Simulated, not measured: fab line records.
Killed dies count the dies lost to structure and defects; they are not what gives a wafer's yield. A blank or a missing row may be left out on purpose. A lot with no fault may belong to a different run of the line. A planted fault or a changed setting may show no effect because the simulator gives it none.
Chamber matching ; flow n5Finfet ; N5_BEOL_M10_CURE_71 on uvCure-03 has 3 sister chambers
The step cures SiCOH lowk, time 240 s. 18 wafers are shown with their chamber, then 9 later ones without.

== WAFERS PAIRED WITH THEIR CHAMBERS ==
wafer;chamber;wafer_temp_C_max;lampPowerPct (%)
L076.1;0;386.6;52.35
L076.4;0;387.0;52.41
L076.6;0;385.9;52.31
L076.2;0;386.5;52.27
L076.3;0;386.8;52.20
L076.5;0;386.3;52.33
L075.1;1;385.8;52.35
L075.3;1;385.7;52.29
L075.6;1;386.0;52.32
L085.2;2;387.5;52.25
L085.4;2;387.2;52.31
L085.6;2;387.1;52.35
L087.3;0;386.1;52.35
L087.4;0;386.5;52.31
L087.5;0;386.7;52.38
L089.1;2;387.9;52.27
L089.2;2;387.2;52.36
L089.4;2;386.9;52.32

SIGNATURES (means of the wafers above)
reading;chamber 0;chamber 1;chamber 2;scatter within a chamber
wafer_temp_C_max;386.489;385.833;387.300;0.328
lampPowerPct;52.3233;52.3200;52.3100;0.0528
Rule: for each reading, subtract the chamber's mean from the wafer's reading, divide by that reading's scatter and square the result; add these up over the readings and take the root, which gives the wafer's distance from the chamber. The wafer belongs to the nearest chamber; if the next one is less than 2 further off, it can't be placed. How the scatter is found: for the shown wafers, subtract from each reading the mean of its chamber, square and add these, divide the total by (wafers less chambers), then take the root.

== WAFERS WHOSE CHAMBER IS MISSING ==
wafer;wafer_temp_C_max;lampPowerPct (%)
L091.1;386.6;52.34
L091.2;385.9;52.30
L091.4;387.3;52.27
L096.1;386.6;52.37
L096.3;387.1;52.28
L096.4;386.1;52.40
L096.2;386.6;52.38
L096.5;386.3;52.29
L096.6;386.4;52.28

== WHICH CHAMBER EACH ONE RAN IN ==
wafer;from the rows above;in truth
L091.1;can't be placed: 0 or 2 or 1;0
L091.2;can't be placed: 1 or 0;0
L091.4;can't be placed: 2 or 0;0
L096.1;can't be placed: 0 or 2 or 1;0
L096.3;can't be placed: 2 or 0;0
L096.4;can't be placed: 1 or 0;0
L096.2;can't be placed: 0 or 2 or 1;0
L096.5;can't be placed: 0 or 1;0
L096.6;can't be placed: 0 or 1 or 2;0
0 of 9 placed correctly. Can't be placed from these rows: 9 (the true chamber is among the candidates in 9). Number placed wrongly: 0.
